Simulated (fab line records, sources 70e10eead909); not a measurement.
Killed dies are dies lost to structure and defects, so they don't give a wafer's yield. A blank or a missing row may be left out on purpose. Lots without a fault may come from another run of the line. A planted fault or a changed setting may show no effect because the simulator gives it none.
Chamber matching | flow nand_harc | NHARC_A_STAIRCASE_DEP_325 on pecvd-01: 3 sister chambers
The step deposits SiO2, target thk 7200 nm. 3 wafers are shown with their chamber, then 10 later ones without.

WAFERS WITH THEIR CHAMBER
wafer  | chamber | heater_power_w (W)
L083.6 | 0       | 590
L088.2 | 2       | 652
L088.3 | 1       | 686

WAFERS WITHOUT THEIR CHAMBER
wafer  | heater_power_w (W)
L088.5 | 548
L089.2 | 654
L089.3 | 676
L089.4 | 541
L091.2 | 619
L091.4 | 551
L091.5 | 527
L092.1 | 724
L092.3 | 679
L092.6 | 595

WHICH CHAMBER EACH WENT THROUGH
wafer  | from the rows above          | in truth
L088.5 | can't be placed: 0 or 2      | 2
L089.2 | can't be placed: 2 or 1 or 0 | 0
L089.3 | can't be placed: 1 or 2      | 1
L089.4 | can't be placed: 0 or 2      | 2
L091.2 | can't be placed: 0 or 2 or 1 | 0
L091.4 | can't be placed: 0 or 2      | 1
L091.5 | can't be placed: 0 or 2      | 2
L092.1 | can't be placed: 1 or 2      | 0
L092.3 | can't be placed: 1 or 2      | 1
L092.6 | can't be placed: 0 or 2      | 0
Placed correctly: 0 of 10. Can't be placed from these rows: 10 (the true chamber is among the candidates in 8). Placed wrongly: 0.
How it was worked out, from the rows above alone: a wafer's distance from a chamber is the root of the sum, over the readings, of the square of ((its reading less the chamber's mean) divided by the reading's scatter). The wafer belongs to the nearest chamber; if the next one is less than 2 further off, it can't be placed. A chamber's mean is the mean of its shown wafers. The scatter: with one shown wafer a chamber, the root of the mean of the squares of how far each hidden wafer lies from its nearest shown one.
